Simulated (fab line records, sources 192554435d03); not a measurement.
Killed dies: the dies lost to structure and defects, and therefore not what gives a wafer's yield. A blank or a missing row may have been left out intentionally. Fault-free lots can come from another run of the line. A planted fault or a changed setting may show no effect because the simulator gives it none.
Chamber matching    flow n5_finfet    rie_diel-01 running N5_BEOL_M0_SAQP_CUT_ETCH_46: 4 sister chambers
The step etches SOC in N2/H2, target depth 135 nm, overetch 27 nm, time 202.5 s. 14 wafers are shown with their chamber, then 7 later ones without.

## WAFERS PAIRED WITH THEIR CHAMBERS
wafer   chamber  drypump_motor_current_A (A)  showerhead_plenum_p_Torr (Torr)  throttle_valve_pct (%)
L082.1  1        5.8                          2.49                             17.59
L082.2  3        5.6                          2.66                             17.72
L082.3  2        5.2                          2.44                             17.69
L082.4  3        5.6                          2.66                             17.71
L082.5  2        5.2                          2.44                             17.67
L082.6  1        5.8                          2.49                             17.57
L090.1  2        5.2                          2.44                             17.70
L090.2  1        5.8                          2.48                             17.61
L090.3  3        5.6                          2.65                             17.74
L090.4  0        4.9                          2.51                             17.52
L090.5  1        5.8                          2.48                             17.60
L090.6  0        5.0                          2.51                             17.51
L093.1  3        5.6                          2.65                             17.78
L093.2  2        5.2                          2.43                             17.70

SIGNATURES (means of the wafers above)
reading                   chamber 0  chamber 1  chamber 2  chamber 3  scatter within a chamber
drypump_motor_current_A   4.950      5.800      5.200      5.600      0.0224
showerhead_plenum_p_Torr  2.5100     2.4850     2.4375     2.6550     0.00524
throttle_valve_pct        17.5150    17.5925    17.6900    17.7375    0.021
Rule: for each reading, subtract the chamber's mean from the wafer's reading, divide by that reading's scatter and square the result; add these up over the readings and take the root, which gives the wafer's distance from the chamber. The wafer belongs to the nearest chamber; if the next one is less than 2 further off, it can't be placed. The scatter is the square root of a quotient: the sum, over the shown wafers, of each reading's squared deviation from its chamber's mean, divided by wafers minus chambers.

## WAFERS WITHOUT THEIR CHAMBER
wafer   drypump_motor_current_A (A)  showerhead_plenum_p_Torr (Torr)  throttle_valve_pct (%)
L093.6  5.8                          2.48                             17.59
L095.1  5.6                          2.65                             17.75
L095.3  5.0                          2.50                             17.51
L095.4  5.8                          2.48                             17.62
L097.2  5.6                          2.65                             17.77
L097.3  5.2                          2.43                             17.71
L097.5  5.2                          2.43                             17.72

## WHICH CHAMBER EACH WENT THROUGH
wafer   from the rows above  in truth
L093.6  1                    1
L095.1  3                    3
L095.3  0                    0
L095.4  1                    1
L097.2  3                    3
L097.3  2                    2
L097.5  2                    2
7 of 7 placed correctly. Can't be placed from these rows: 0. Number placed wrongly: 0.
